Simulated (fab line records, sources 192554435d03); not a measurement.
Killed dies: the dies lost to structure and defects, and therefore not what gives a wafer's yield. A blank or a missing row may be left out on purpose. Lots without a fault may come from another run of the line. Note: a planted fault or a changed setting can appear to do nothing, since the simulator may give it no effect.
8D (eight disciplines) problem report, filled in by code ; flow n5_finfet ; the parts of the form that need people (team, actions taken, sign-off) are left out

1. WHAT IS WRONG
rf_fwd_power_W at N5_BEOL_M1_ETCH_70 reads a mean of 632.7 W on 6 wafers of 2 lots; wafers without a fault read 835.4 W with a standard deviation of 2.7. That is -75 standard deviations from the usual mean.
The step: etches SOC in N2/H2, target depth 80 nm, overetch 16 nm, time 120 s.
The first sign was on wafer L670.1 at day 9 08:34, on rie_diel-04. The record holds 24 wafers of 8 lots with a number at this step. Rule for "out" (also "out of limits"): further than 4 standard deviations from the usual mean. The rest of the wafers with a number are treated as sound.

2. WHAT IT IS; WHAT IT IS NOT
question;is;is not
which readings at this step;rf_fwd_power_W, rf_vpp_V;bias_w, drypump_motor_current_A, oes_product_au, showerhead_plenum_p_Torr, throttle_valve_pct
which lots;L670, L673;L661, L662, L664, L676, L677, L681
which wafers of those lots;all that have a number;-
read on which tools;rie_diel-04;rie_diel-03
when;from day 9 08:34;"up to then (9 sound wafers); but 9 sound wafers of L676, L677, L681 came after"

3. THE SUSPECTS, EACH WITH WHAT RULES IT OUT
Counting: a tool at a process step up to the reading stays a suspect if it ran every lot that is out and no sound lot after the first of them.
- rie_diel-04 at N5_BEOL_M1_ETCHBACK_99 (etches SiO2 in CHF3, target depth 5 nm, time 10.4 s): kept. It processed each lot that is out, first L670 at day 9 08:32, and no sound lot thereafter; up to then, the last sound lot it processed was L662 at day 7 14:13.
- rie_diel-04 at N5_BEOL_M1_ETCH_70 (etches SOC in N2/H2, target depth 80 nm, overetch 16 nm, time 120 s): kept. It processed each lot that is out, first L670 at day 9 08:34, and no sound lot thereafter; up to then, the last sound lot it processed was L662 at day 7 14:14. Its own rf_fwd_power_W, rf_vpp_V readings are out on those wafers.
Left after counting: rie_diel-04 at N5_BEOL_M1_ETCHBACK_99, rie_diel-04 at N5_BEOL_M1_ETCH_70.

4. THE CAUSE (what the simulator had put in)
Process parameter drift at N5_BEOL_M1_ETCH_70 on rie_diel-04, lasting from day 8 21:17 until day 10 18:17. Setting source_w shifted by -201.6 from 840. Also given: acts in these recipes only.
Counting left 2 suspects, and this tool is among them.

5. THE CHAIN OF EFFECTS, in route order
Rows list readings where the struck wafers' mean (over those with a number) sits beyond 3 standard deviations from the usual. Only readings for which the record gives a usual standard deviation are gone through. hours: the time from each lot's start at the first step in this table that gives one to its start at this step, as a median over the lots. sigmas: the change in usual standard deviations.
hours;step;reading;usual;on struck wafers;change;sigmas
0;N5_BEOL_M1_ETCH_70;rf_fwd_power_W;835.4 W;632.7;-202.7;-75
0;N5_BEOL_M1_ETCH_70;rf_vpp_V;524.6 V;576.1;+51.5;+25
Here are the process steps it includes:
- N5_BEOL_M1_ETCH_70: etches SOC in N2/H2, target depth 80 nm, overetch 16 nm, time 120 s.
Later steps that measure or inspect, where all struck wafers having a row at the step show a number for every such reading and not one has moved that far: N5_BEOL_M4_RC_MEAS_101.

6. HOW IT WOULD HAVE BEEN CAUGHT EARLIER
The fault began at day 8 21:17; the first out-of-limits reading in this record came at day 9 08:34, 11 hours later.
